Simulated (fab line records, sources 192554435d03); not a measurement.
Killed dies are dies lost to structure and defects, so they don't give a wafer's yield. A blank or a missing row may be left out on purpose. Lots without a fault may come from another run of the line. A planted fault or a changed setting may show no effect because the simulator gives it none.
fab line records | flow n5_finfet
record lots=7 wafers=39
route steps=1938 shown DUMMY_GATE@228 SD_EPI_P@321 GATE_CUT@469 MOL_CONTACT_COAG@538
start_h: hours from the record's first day to the start of the lot's first wafer shown | wait_h: hours since the lot's step before | " the same as in the row above | L1.1+2: a row that stands for several wafers | - no value, or no start given | * or withheld: withheld | < > ~ a bound
route shown NAME@n: a module of which the file shows steps, and the number in the route of the first | usual: mean/standard deviation of fault-free wafers | same: alike in all rows | chamber/n: place in a boat | sites: the reading at each site | _std_site: their standard deviation | _edge_site: outer sites' mean less inner sites' | radius_mm: how far each site lies from the wafer's centre | mask NAME#n: copy n | behind: the tool/chamber that last shaped the wafer | hold: why the lot was held/for how many hours/how that ended | device: the transistor (n, p or np) that didn't switch | end of line: the same wafers' tests at the end of the route | a step without rows: its recipe alone | killed: dies lost to structure and defects at the first sort, not the wafer's yield | map: a wafer's dies, x killed, . not, _ none there
set.NAME: the setting as run; set.NAME@STEP: as run at that earlier step | model.NAME: the simulator's own value behind a step, which no gauge read
lots whose settings were changed on purpose; a table a step, a row a wafer
## steps
# step N5_DUMMY_GATE_EXPOSE_12
# recipe mask_id=GATE na=0.33 source_shape=annular sigma_inner=0.2 sigma_outer=0.6 polarization=unpolarized target_cd_nm=25 dose_mj=34
# columns lot.wafer tool chamber start_h wait_h mask set.dose_mj
L076.1+2+3+4+5+6 euv_scanner-01 0 57.84 - GATE#0 34
L077.1+2+3+4+5+6 euv_scanner-02 0 66.10 - GATE#0 34
L078.1+3+5 euv_scanner-02 0 71.47 - GATE#0 31.83
L078.2+4+6 " 0 " " GATE#0 34
L080.2+5+6 euv_scanner-01 0 84.05 - GATE#0 34
L081.1+2+4 euv_scanner-01 0 88.36 - GATE#0 32.95
L081.3+5+6 " 0 " " GATE#0 34
L090.1+2+3+4+5+6 euv_scanner-01 0 144.00 - GATE#0 34
L096.1+2+4 euv_scanner-02 0 183.98 - GATE#0 31.74
L096.3+5+6 " 0 " " GATE#0 34
# step N5_DUMMY_GATE_PEB_13
# recipe peb_temp_c=100 peb_time_s=60 resist=CAR-EUV
# step N5_DUMMY_GATE_DEVELOP_14
# recipe develop_time_s=30 developer=TMAH resist=CAR-EUV rinse_liquid=surfactant_rinse dry=air_spin dev_temp_c=23
# step N5_DUMMY_GATE_CD_MEAS_15
# recipe target_cd_nm=25.8 landing_energy_ev=500 detector=se_inlens
# usual cd_nm=24.96/0.26
# columns lot.wafer tool chamber start_h wait_h set.dose_mj@DUMMY_GATE_EXPOSE_12 cd_nm
L076.1 cd_sem-03 0 57.97 - 34 24.85
L076.2 " 0 " " 34 25.13
L076.3 " 0 " " 34 24.78
L076.4 " 0 " " 34 25.31
L076.5 " 0 " " 34 24.82
L076.6 " 0 " " 34 24.74
L077.1 cd_sem-03 0 66.23 - 34 24.72
L077.2 " 0 " " 34 24.69
L077.3 " 0 " " 34 24.91
L077.4 " 0 " " 34 25.04
L077.5 " 0 " " 34 24.88
L077.6 " 0 " " 34 24.87
L078.1 cd_sem-02 0 71.60 - 31.83 26.31
L078.2 " 0 " " 34 24.72
L078.3 " 0 " " 31.83 26.37
L078.4 " 0 " " 34 25.14
L078.5 " 0 " " 31.83 25.90
L078.6 " 0 " " 34 24.75
L080.2 cd_sem-03 0 84.17 - 34 25.34
L080.5 " 0 " " 34 25.36
L080.6 " 0 " " 34 25.40
L081.1 cd_sem-03 0 88.49 - 32.95 25.93
L081.2 " 0 " " 32.95 25.63
L081.3 " 0 " " 34 24.51
L081.4 " 0 " " 32.95 25.93
L081.5 " 0 " " 34 24.98
L081.6 " 0 " " 34 24.96
L090.1 cd_sem-01 0 144.13 - 34 24.80
L090.2 " 0 " " 34 24.85
L090.3 " 0 " " 34 24.71
L090.4 " 0 " " 34 25.05
L090.5 " 0 " " 34 24.84
L090.6 " 0 " " 34 25.01
L096.1 cd_sem-02 0 184.10 - 31.74 26.38
L096.2 " 0 " " 31.74 26.15
L096.3 " 0 " " 34 24.72
L096.4 " 0 " " 31.74 26.01
L096.5 " 0 " " 34 24.91
L096.6 " 0 " " 34 24.71
# step N5_SD_EPI_P_EPI_21
# recipe material=SiGe:B dopant=B temp_c=550 pressure_torr=20 ambient=H2 time_s=355
# columns lot.wafer tool chamber start_h wait_h set.time_s model.SiGe-B_of_SD_EPI_P_EPI_21.thk_nm
L076.1 epi_rpcvd-02 0 66.57 0.1 355 62.2
L076.2 " 0 " " 290.9 54.4
L076.3+5 " 0 " " 355 61.6
L076.4 " 0 " " 290.9 54
L076.6 " 0 " " 290.9 53.8
L077.1+2 epi_rpcvd-02 0 75.23 0.2 393.8 64.6
L077.3 " 0 " " 355 60.4
L077.4 " 0 " " 393.8 65
L077.5 " 0 " " 355 60.8
L077.6 " 0 " " 355 61.2
L078.1 epi_rpcvd-02 0 81.84 0.1 355 60.4
L078.2+5 " 0 " " 332.3 58.2
L078.3+6 " 0 " " 355 60
L078.4 " 0 " " 332.3 56.8
L080.2 epi_rpcvd-01 0 93.44 0.5 355 60.8
L080.5 " 0 94.52 1.5 355 60.2
L080.6 " 0 " " 355 60.4
L081.1 epi_rpcvd-02 0 97.39 0.1 355 60.2
L081.2+3 " 0 " " 355 60.4
L081.4+5+6 " 0 " " 355 60.6
L090.1 epi_rpcvd-04 0 154.87 0.1 333.8 58.8
L090.2 " 0 " " 355 60.6
L090.3 " 0 " " 333.8 58.4
L090.4 " 0 " " 355 60.8
L090.5 " 0 " " 333.8 59.2
L090.6 " 0 " " 355 61.6
L096.1 epi_rpcvd-04 0 194.14 0.2 333.6 57.2
L096.2 " 0 " " 333.6 56.2
L096.3 " 0 " " 333.6 56.6
L096.4+6 " 0 " " 355 60
L096.5 " 0 " " 355 59.8
# step N5_SD_EPI_P_EPI_MEAS_23
# recipe mode=xrd
# usual thk_nm=60.7/1.2
# columns lot.wafer tool chamber start_h wait_h set.time_s@SD_EPI_P_EPI_21 thk_nm
L076.1 film_metro-01 - 68.76 1.8 355 62.2
L076.2 " - " " 290.9 53.5
L076.3 " - " " 355 61.5
L076.4 " - " " 290.9 54.3
L076.5 " - " " 355 63.2
L076.6 " - " " 290.9 54.2
L077.1 film_metro-01 - 78.15 2.4 393.8 64.0
L077.2 " - " " 393.8 65.0
L077.3 " - " " 355 58.1
L077.4 " - " " 393.8 65.3
L077.5 " - " " 355 60.6
L077.6 " - " " 355 62.2
L078.1 film_metro-01 - 84.03 1.8 355 60.6
L078.2 " - " " 332.3 59.0
L078.3 " - " " 355 60.2
L078.4 " - " " 332.3 58.0
L078.5 " - " " 332.3 57.5
L078.6 " - " " 355 58.6
L080.2 film_metro-02 - 95.28 1.5 355 60.1
L080.5 " - " " 355 60.0
L080.6 " - " " 355 59.7
L081.1 film_metro-01 - 99.60 1.9 355 59.4
L081.2 " - " " 355 61.6
L081.3 " - " " 355 60.7
L081.4 " - " " 355 61.4
L081.5 " - " " 355 60.7
L081.6 " - " " 355 60.3
L090.1 film_metro-01 - 157.07 1.8 333.8 59.5
L090.2 " - " " 355 60.1
L090.3 " - " " 333.8 58.6
L090.4 " - " " 355 59.4
L090.5 " - " " 333.8 58.5
L090.6 " - " " 355 62.2
L096.1 film_metro-02 - 197.08 2.5 333.6 57.7
L096.2 " - " " 333.6 56.6
L096.3 " - " " 333.6 56.0
L096.4 " - " " 355 58.3
L096.5 " - " " 355 59.6
L096.6 " - " " 355 59.6
# step N5_GATE_CUT_ETCH_58
# recipe chemistry=CH3F/O2 target=SiNx target_depth_a=170 time_s=128.6 ion_energy_ev=50 pressure_mtorr=30 source_w=415 bias_w=21 Ar_flow_sccm=150 CH3F_flow_sccm=30 O2_flow_sccm=20
# usual rf_vpp_V=99.1/0.99
# columns lot.wafer tool chamber start_h wait_h set.source_w rf_vpp_V
L076.1 rie_diel-03 0 90.77 0.0 415 99.8
L076.2 " 2 " " 415 101.4
L076.3 " 1 " " 415 99.4
L076.4 " 3 " " 415 98.1
L076.5 " 0 " " 415 99.1
L076.6 " 3 " " 415 100.1
L077.1 rie_diel-03 1 100.88 0.3 341.1 105.5
L077.2 " 2 " " 341.1 106.0
L077.3 " 3 " " 415 99.4
L077.4 " 0 " " 415 97.9
L077.5 " 1 " " 415 98.6
L077.6 " 0 " " 341.1 105.6
L078.1 rie_diel-03 2 106.69 0.0 415 97.4
L078.2 " 0 " " 415 101.1
L078.3 " 1 " " 415 99.8
L078.4 " 3 " " 415 98.8
L078.5 " 0 " " 415 99.8
L078.6 " 1 " " 415 97.3
L080.2 rie_diel-04 2 120.06 0.1 415 99.6
L080.5 " 2 " " 415 99.1
L080.6 " 1 " " 415 100.4
L081.1 rie_diel-04 0 122.22 0.1 415 98.2
L081.2 " 1 " " 415 99.8
L081.3 " 2 " " 415 99.0
L081.4 " 0 " " 415 100.0
L081.5 " 2 " " 415 99.8
L081.6 " 1 " " 415 100.8
L090.1 rie_diel-04 2 180.69 0.1 415 98.2
L090.2 " 0 " " 357.9 103.9
L090.3 " 3 " " 357.9 104.2
L090.4 " 1 " " 415 100.6
L090.5 " 0 " " 415 97.9
L090.6 " 3 " " 357.9 103.2
L096.1 rie_diel-04 3 220.62 0.2 415 100.4
L096.2 " 2 " " 415 99.5
L096.3 " 1 " " 415 100.5
L096.4 " 0 " " 415 98.7
L096.5 " 3 " " 415 97.4
L096.6 " 0 " " 415 98.1
# step N5_MOL_CONTACT_COAG_ETCH_110
# recipe chemistry=CF4/O2 target=Si target_depth_a=25 time_s=8 pressure_mtorr=100 source_w=200 bias_w=12 ion_energy_ev=60 Ar_flow_sccm=100 cf4_flow_sccm=100 O2_flow_sccm=10
# usual rf_vpp_V=129.3/2.8
# columns lot.wafer tool chamber start_h wait_h set.bias_w rf_vpp_V
L076.1 rie_diel-05 3 100.32 0.0 12 131.6
L076.2 " 1 " " 12 131.7
L076.3 " 0 " " 9.803 106.3
L076.4 " 2 " " 9.803 108.9
L076.5 " 0 " " 12 126.0
L076.6 " 3 " " 9.803 110.2
L077.1 rie_diel-05 3 110.12 0.0 10.9 122.2
L077.2 " 0 " " 10.9 116.4
L077.3 " 1 " " 12 132.1
L077.4 " 2 " " 12 129.0
L077.5 " 0 " " 10.9 115.9
L077.6 " 1 " " 12 133.3
L078.1 rie_diel-02 2 116.97 0.0 12 124.6
L078.2 " 0 " " 12 131.9
L078.3 " 3 " " 12 127.3
L078.4 " 1 " " 12 129.0
L078.5 " 2 " " 12 125.5
L078.6 " 3 " " 12 126.9
L080.2 rie_diel-02 3 131.99 0.0 12 126.4
L080.5 " 2 " " 12 125.1
L080.6 " 1 " " 12 129.4
L081.1 rie_diel-01 3 132.09 0.0 12 127.6
L081.2 " 1 " " 12 131.7
L081.3 " 0 " " 12 131.9
L081.4 " 2 " " 12 131.7
L081.5 " 3 " " 12 126.2
L081.6 " 2 " " 12 129.7
L090.1 rie_diel-05 3 188.30 0.0 12 130.0
L090.2 " 0 " " 12 124.5
L090.3 " 1 " " 12.7 139.8
L090.4 " 0 " " 12 124.3
L090.5 " 3 " " 12.7 137.7
L090.6 " 1 " " 12.7 140.6
L096.1 rie_diel-01 1 230.32 0.0 13.35 144.0
L096.2 " 0 " " 13.35 144.7
L096.3 " 2 " " 12 131.9
L096.4 " 3 " " 12 125.9
L096.5 " 1 " " 12 131.3
L096.6 " 0 " " 13.35 145.2
# step N5_MOL_CONTACT_COAG_ALD_123
# recipe material=SiNx target_thk_a=50 temp_c=400 ald_precursor_family=SiH2I2 ald_co_reactant=N2/H2-plasma pulse_time_s=1 purge_time_s=2 co_reactant_purge_time_s=2 ald_cycles=100 pressure_torr=2
# columns lot.wafer tool chamber start_h wait_h set.ald_cycles model.SiNx_of_MOL_CONTACT_COAG_ALD_123.thk_nm
L076.1+3+5 ald_sin-04 0,1,0 107.88 0.7 106 5.2
L076.2+4+6 " 2,3,1 " " 100 5
L077.1+2+4 ald_sin-04 0,3,1 117.13 0.0 89 4.4
L077.3+5+6 " 2,2,3 " " 100 5
L078.1+4+5 ald_sin-03 3,2,1 127.91 2.4 100 5
L078.2+3+6 " 0,1,0 " " 88 4.4
L080.2+5+6 ald_sin-02 2,2,1 142.01 0.0 100 5
L081.1+2+5 ald_sin-02 0,1,2 142.71 0.5 85 4.2
L081.3+4+6 " 3,2,3 " " 100 5
L090.1+2 ald_sin-04 2,3 196.46 0.0 95 4.8
L090.3+4+5 " 1,0,1 " " 100 5
L090.6 " 0 " " 95 4.6
L096.1+5+6 ald_sin-04 3,0,3 237.78 0.0 100 5
L096.2+3 " 0,2 " " 94 4.8
L096.4 " 1 " " 94 4.6
# step N5_MOL_CONTACT_COAG_PECVD_31
# recipe material=SiO2 target_thk_a=460 temp_c=400 precursor=TEOS/O2 pressure_torr=6.5 rf_w=withheld teos_flow_sccm=withheld gas=O2 flow_sccm=2650 time_s=8.9
# step N5_MOL_CONTACT_COAG_COAT_75
# recipe resist=SOC temp_c=250 time_s=60 spin_rpm=1500 resist_thk_nm=60
# step N5_MOL_CONTACT_COAG_STRIP_120
# recipe chemistry=CHF3 resist=SiARC rf_frequency_hz=6e+07
# step N5_MOL_CONTACT_COAG_VIA_ETCH_117
# recipe chemistry=C4F6/O2 target_depth_a=400 overetch_a=80 mask_material=SOC target=SiO2 bias_w=455 pressure_mtorr=10 time_s=26 source_w=325 Ar_flow_sccm=300 C4F6_flow_sccm=10 O2_flow_sccm=10 ion_energy_ev=575.3 ends=end_point
# step N5_MOL_CONTACT_COAG_ETCH_124
# recipe chemistry=CH3F/O2 target=SiNx target_depth_a=65 mask_material=SOC stop_on=SiOC over_etch_frac=0.3 ion_energy_ev=120 pressure_mtorr=30 source_w=395 bias_w=73 Ar_flow_sccm=150 CH3F_flow_sccm=30 O2_flow_sccm=20 ends=end_point
# columns lot.wafer tool chamber start_h wait_h set.ald_cycles@MOL_CONTACT_COAG_ALD_123 model.etch.depth_nm
L076.1 rie_diel-05 2 111.45 0.0 106 5.258
L076.2 " 3 " " 100 4.977
L076.3 " 0 " " 106 5.253
L076.4 " 1 " " 100 5.02
L076.5 " 0 " " 106 5.266
L076.6 " 1 " " 100 4.954
L077.1 rie_diel-01 1 120.25 0.0 89 4.423
L077.2 " 2 " " 89 4.439
L077.3 " 3 " " 100 4.96
L077.4 " 0 " " 89 4.425
L077.5 " 0 " " 100 5
L077.6 " 3 " " 100 4.996
L078.1 rie_diel-01 1 131.66 0.0 100 4.983
L078.2 " 3 " " 88 4.392
L078.3 " 0 " " 88 4.369
L078.4 " 2 " " 100 4.993
L078.5 " 3 " " 100 4.969
L078.6 " 2 " " 88 4.386
L080.2 rie_diel-05 1 145.54 0.0 100 4.998
L080.5 " 3 " " 100 4.999
L080.6 " 0 " " 100 5
L081.1 rie_diel-01 0 146.27 0.0 85 4.228
L081.2 " 3 " " 85 4.229
L081.3 " 2 " " 100 5.019
L081.4 " 1 " " 100 4.99
L081.5 " 1 " " 85 4.213
L081.6 " 2 " " 100 4.997
L090.1 rie_diel-05 1 199.86 0.0 95 4.776
L090.2 " 0 " " 95 4.735
L090.3 " 3 " " 100 4.979
L090.4 " 1 " " 100 4.974
L090.5 " 0 " " 100 4.999
L090.6 " 3 " " 95 4.695
L096.1 rie_diel-01 0 241.12 0.0 100 5.026
L096.2 " 2 " " 94 4.71
L096.3 " 1 " " 94 4.715
L096.4 " 3 " " 94 4.682
L096.5 " 2 " " 100 5.013
L096.6 " 1 " " 100 5.027
## key
split step=N5_DUMMY_GATE_EXPOSE_12 setting=dose_mj stated=34 by=wafer
response step=N5_DUMMY_GATE_CD_MEAS_15 reading=cd_nm change=-0.222 per=1% r=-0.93
split step=N5_SD_EPI_P_EPI_21 setting=time_s stated=355 by=wafer
response step=N5_SD_EPI_P_EPI_21 reading=model.SiGe-B_of_SD_EPI_P_EPI_21.thk_nm change=+0.413 per=1% r=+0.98
response step=N5_SD_EPI_P_EPI_MEAS_23 reading=thk_nm change=* per=1% r=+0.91
split step=N5_GATE_CUT_ETCH_58 setting=source_w stated=415 by=wafer
response step=N5_GATE_CUT_ETCH_58 reading=rf_vpp_V change=-0.38 per=1% r=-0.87
split step=N5_MOL_CONTACT_COAG_ETCH_110 setting=bias_w stated=12 by=wafer
response step=N5_MOL_CONTACT_COAG_ETCH_110 reading=rf_vpp_V change=+1.31 per=1% r=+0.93
split step=N5_MOL_CONTACT_COAG_ALD_123 setting=ald_cycles stated=100 by=wafer
response step=N5_MOL_CONTACT_COAG_ALD_123 reading=model.SiNx_of_MOL_CONTACT_COAG_ALD_123.thk_nm change=+0.051 per=1% r=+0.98
response step=N5_MOL_CONTACT_COAG_ETCH_124 reading=model.etch.depth_nm change=+0.0508 per=1% r=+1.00
